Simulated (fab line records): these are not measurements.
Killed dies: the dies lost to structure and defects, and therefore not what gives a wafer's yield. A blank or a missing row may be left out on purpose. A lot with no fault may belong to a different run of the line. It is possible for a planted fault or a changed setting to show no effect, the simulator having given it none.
Comparing a struck lot with a sound one | flow n5Finfet | 39 out of 1938 route steps
Sound: the wafers L465.2, L465.3, L465.6. Wafers L453.2, L453.4, L453.5 were the ones struck. The cause is given at the end.
Order at every step that has rows: each side's tool, ch and its chambers, its first start. Under that, the readings that differ: sound wafers | struck wafers | difference of the means | sigmas: that difference in standard deviations of wafers without a fault.
alike: a reading whose means differ by less than 2 such deviations, as well as words and numbers matching on both sides. not compared: withheld readings; readings where some wafer has no value; bounds like >300 that might hide an equal value; numbers whose values overlap and for which the record gives no deviation.
The two part at a step that has a row with sigmas, a row that says differs or no value, or rows on one side only. Non-overlapping numbers with no deviation appear without sigmas and do not part them. Lack of a reading on every wafer of one side parts them only where that side has two or more wafers.

first, 9 steps without rows for these wafers: N5_MOL_CONTACT_COAG_SPUTTER_130 (material Co, target thk 47.5 nm); N5_MOL_CONTACT_COAG_PRECLEAN_125 (cleans in DIW, time 57.5 s); N5_MOL_CONTACT_COAG_SRD_126 (dry time 32 s); N5_MOL_CONTACT_COAG_CMP_23 (polishes, stops on SiO2, t overpolish 1.5 s, target thk 0 nm); N5_MOL_CONTACT_COAG_WET_ETCH_26 (target Co, target depth 13 nm); N5_MOL_CONTACT_COAG_WET_ETCH_116 (etches the open film in SC1-inhibited, target depth 4.6 nm, rinse time 30 s); N5_MOL_CONTACT_COAG_ALD_27 (deposits SiOC, target thk 17 nm, pulse time 1.5 s, time 2720 s); N5_MOL_CONTACT_COAG_CMP_28 (polishes, stops on SiNx, t overpolish 0.85 s, target thk 14.522 nm); N5_MOL_CONTACT_COAG_ALD_123 (deposits SiNx, target thk 5 nm, pulse time 1 s, purge time 2 s).
N5_MOL_CONTACT_COAG_PECVD_31: deposits SiO2 from TEOS/O2, target thk 46 nm, time 8.9 s.
  sound on pecvd-04 ch 0,1,2, day 9 23:02; struck on pecvd-01 ch 1,2, day 6 20:00
reading                    | sound             | struck | difference                    | sigmas
chamberPressureTorr (Torr) | 6.493 6.503 6.518 | - - -  | no value on the struck wafers | 
  not compared: sinceWetCleanH
then, 25 steps without rows for these wafers: N5_MOL_CONTACT_COAG_COAT_75 (time 60 s, resist thk 60 nm); N5_MOL_CONTACT_COAG_COAT_76 (time 60 s, resist thk 10 nm); N5_MOL_CONTACT_COAG_COAT_77 (time 60 s, resist thk 10 nm); N5_MOL_CONTACT_COAG_COAT_78 (resist thk 40 nm); N5_MOL_CONTACT_COAG_EBR_80; N5_MOL_CONTACT_COAG_SOFTBAKE_79 (time 60 s); N5_MOL_CONTACT_COAG_EXPOSE_81 (exposes mask VG, defocus 0 nm); N5_MOL_CONTACT_COAG_PEB_82 (peb time 60 s); N5_MOL_CONTACT_COAG_DEVELOP_83 (develop time 30 s); N5_MOL_CONTACT_COAG_DESCUM_88 (chemistry O2, time 7 s); N5_MOL_CONTACT_COAG_ETCH_89 (etches underlayer in N2/H2, target depth 13 nm, time 10.4 s); N5_MOL_CONTACT_COAG_ETCH_90 (etches SiARC in CF4, target depth 13 nm, time 21.7 s); N5_MOL_CONTACT_COAG_ALD_131 (deposits SiO2, target thk 5 nm, pulse time 1 s, co reactant pulse time 1 s); N5_MOL_CONTACT_COAG_ETCHBACK_132 (etches SiO2 in CHF3, target depth 10 nm, time 6.7 s); N5_MOL_CONTACT_COAG_ETCH_91 (etches SOC in N2/H2, target depth 60 nm, overetch 21 nm, time 101.2 s); N5_MOL_CONTACT_COAG_STRIP_92 (strips in N2/H2); N5_MOL_CONTACT_COAG_STRIP_93 (strips in N2/H2); N5_MOL_CONTACT_COAG_ETCHBACK_135 (etches SiO2 in CHF3, target depth 25 nm, time 16.7 s); N5_MOL_CONTACT_COAG_STRIP_118 (strips in CHF3); N5_MOL_CONTACT_COAG_VIA_ETCH_46 (etches SiO2 in C4F6/O2, target depth 46 nm, overetch 9.2 nm, time 40 s); N5_MOL_CONTACT_COAG_STRIP_96 (strips in N2/H2); N5_MOL_CONTACT_COAG_ETCH_47 (etches SiNx in CH3F/O2, stops on W, target depth 27 nm); N5_MOL_CONTACT_COAG_STRIP_119 (strips in N2/H2, time 30 s); N5_MOL_CONTACT_COAG_PRECLEAN_144 (cleans in alkaline clean, time 60 s); N5_MOL_CONTACT_COAG_SRD_145 (time 30 s).
N5_MOL_CONTACT_COAG_CD_MEAS_137: target cd 16 nm.
  sound on cdSem-01, day 10 00:41; struck on cdSem-02, day 6 21:49
reading   | sound          | struck | difference                    | sigmas
cdNm (nm) | 15.5 16.3 15.9 | - - -  | no value on the struck wafers | 
N5_MOL_CONTACT_COAG_INSPECT_42: inspects for defects (brightfield).
  sound on defectInspect-01, day 10 01:05; struck on defectInspect-02, day 6 22:13
reading        | sound       | struck         | difference | sigmas
rawDefectCount | 241 219 294 | 2007 1990 2001 | +1748      | +36
N5_BEOL_M4_RC_MEAS_101:
  the record has rows for the sound wafers here (prober-02 ch 0, day 13 01:46) and none for the struck ones
-- a jump in the record: the struck wafers' starts before and after are 8 days apart (it breaks off in module BEOL_M4 and resumes in module PASSIVATION, where the first step shown is number 1936 of the route) --
N5_PASSIVATION_PROBE_49:
  sound on prober-01, day 17 22:13; struck on prober-02, day 14 14:46
reading                 | sound          | struck         | difference | sigmas
defectLimitedYield (%)  | 91.9 92.2 92.2 | 0 0 0          | -92        | -61
killed_at_M0_to_M3      | 35 30 36       | 5 7 12         | -26        | -3
killedAtContacts        | 5 16 11        | 1163 1165 1159 | +1152      | +99 or more
killedAtFrontEnd        | 36 35 35       | 11 4 7         | -28        | -3
killedDies              | 95 92 92       | 1180 1180 1180 | +1087      | +60
killedOnRim             | 15 7 12        | 152 152 152    | +141       | +32
killedOpen              | 67 67 59       | 16 15 15       | -49        | -4
killedShort             | 28 16 32       | 8 7 9          | -17        | -2
sort_bin_5_function (%) | 4.9 3.9 4.4    | 70.8 74.4 72.5 | +68.2      | +68
sortNPass               | 1085 1088 1083 | 0 0 0          | -1085      | -49
  alike: killed_at_M4_up, killedAtOther, sort_bin_6_memory, sort_bin_8_speed

WHERE THEY PART
First at N5_MOL_CONTACT_COAG_PECVD_31; last, within this record, at N5_PASSIVATION_PROBE_49.

WHY: what the simulator had put in
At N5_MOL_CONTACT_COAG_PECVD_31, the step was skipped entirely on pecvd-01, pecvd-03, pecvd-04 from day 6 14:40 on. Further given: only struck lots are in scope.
